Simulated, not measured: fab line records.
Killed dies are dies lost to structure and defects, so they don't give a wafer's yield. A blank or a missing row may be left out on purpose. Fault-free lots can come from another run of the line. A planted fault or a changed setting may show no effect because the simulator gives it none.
A lot that was struck, set against a sound lot :: flow nand-harc :: 14 steps out of a route of 1302
Sound: these wafers, L468.2, L468.3, L468.4. Struck: wafer L473.1. (L473.4 of the same lot was not struck and is left out.) The cause comes at the end.
Each step with rows lists, per side, the tool, then ch with its chambers, then its first start. Under that, the readings that differ: sound wafers :: struck wafers :: difference of the means :: sigmas: that difference in standard deviations of wafers without a fault.
alike: words and numbers the same on both sides, and readings whose means are apart by under 2 such deviations; not compared: readings that were withheld, readings missing a value for some wafer, numbers with overlapping values and no deviation given by the record, and bounds like >300 which may hide the same value.
The two part at a step that has a row with sigmas, a row that says differs or no value, or rows on one side only. Numbers that have no deviation but don't overlap get no sigmas and don't part them. A reading missing from all wafers of one side parts the sides only when that side holds two or more wafers.

first, 4 steps without rows for these wafers: NHARC_P_M2_EBR_05; NHARC_P_M2_EXPOSE_06 (exposes mask P M2, target cd 170 nm); NHARC_P_M2_PEB_07 (peb time 65 s); NHARC_P_M2_DEVELOP_08 (develop time 35 s).
NHARC_P_M2_CD_MEAS_09: the cd target is 170 nm.
  sound on cd-sem-02 ch 0, day 12 14:49; struck on cd-sem-03 ch 0, day 14 11:49
  alike: cd-nm
NHARC_P_M2_OVL_MEAS_10: pitch 340 nm.
  sound on overlay-01 at day 12 14:53; struck on overlay-01 at day 14 11:55
reading: overlay-x-nm (nm)
sound: 1.9 1.4 1.8
struck: -0.1
difference: -1.8
sigmas: -2
  alike: overlay-y-nm
NHARC_P_M2_INSPECT_11:
  sound on defect-inspect-02 at day 12 14:56; struck on defect-inspect-02 at day 14 11:56
  alike: raw-defect-count
NHARC_P_M2_DESCUM_14: chemistry O2, time 3 s.
  sound on rie-diel-12 ch 1,2,3, day 12 14:59; struck on rie-diel-12 ch 1, day 14 12:01
  alike: drypump-motor-current-A, o2-flow-sccm, oes-product-au, rf-vpp-V, showerhead-plenum-p-Torr, throttle-valve-pct
  not compared: rf-hours-counter-h
NHARC_P_M2_ETCH_35: etches the open film in N2/H2, target depth 40 nm, overetch 12 nm, time 43.94 s.
  sound on rie-diel-12 ch 0,2,3, day 12 15:05; struck on rie-diel-12 ch 0, day 14 12:06
reading: rf-hours-counter-h (h)
sound: 0 0 0
struck: 2
difference: +2
sigmas: 
  alike: drypump-motor-current-A, h2-flow-sccm, oes-product-au, rf-vpp-V, showerhead-plenum-p-Torr, throttle-valve-pct
NHARC_P_M2_ETCH_15: etches the open film in C4F8/Ar, target depth 182.5 nm, time 91.2 s.
  sound on rie-diel-12 ch 0,1,3; struck on rie-diel-12 ch 0
reading: rf-hours-counter-h (h)
sound: 0 0 0
struck: 2
difference: +2
sigmas: 
  alike: oes-product-au, rf-vpp-V
NHARC_P_M2_CD_MEAS_16:
  sound on cd-sem-01 at day 12 15:18; struck on cd-sem-03 at day 14 12:19
  alike: cd-nm
NHARC_P_M2_STRIP_18: strips in N2/H2.
  sound on rie-diel-13 ch 0,1,2, day 12 15:22; struck on rie-diel-13 ch 2, day 14 12:25
reading: rf-hours-counter-h (h)
sound: 7 7 6
struck: 10
difference: +3
sigmas: 
  alike: drypump-motor-current-A, h2-flow-sccm, oes-product-au, rf-vpp-V, showerhead-plenum-p-Torr, throttle-valve-pct
NHARC_P_M2_ETCH_28: etches the open film in CF4/N2, target depth 30 nm, time 72.99 s.
  sound on rie-diel-13 ch 0,1,2, day 12 15:37; struck on rie-diel-13 ch 2, day 14 12:38
reading: oes-product-au (a.u.)
sound: 1.001 1.003 0.998
struck: 0.856
difference: -0.145
sigmas: -19

reading: rf-hours-counter-h (h)
sound: 7 7 6
struck: 10
difference: +3
sigmas: 
  alike: drypump-motor-current-A, rf-vpp-V, showerhead-plenum-p-Torr, throttle-valve-pct
then, 1 step without rows for these wafers: NHARC_P_M2_STRIP_19 (strips in post etch residue remover, time 600 s).

## WHERE THEY PART
First at NHARC_P_M2_OVL_MEAS_10; last, within this record, at NHARC_P_M2_ETCH_28.

WHY: what had been put in by the simulator
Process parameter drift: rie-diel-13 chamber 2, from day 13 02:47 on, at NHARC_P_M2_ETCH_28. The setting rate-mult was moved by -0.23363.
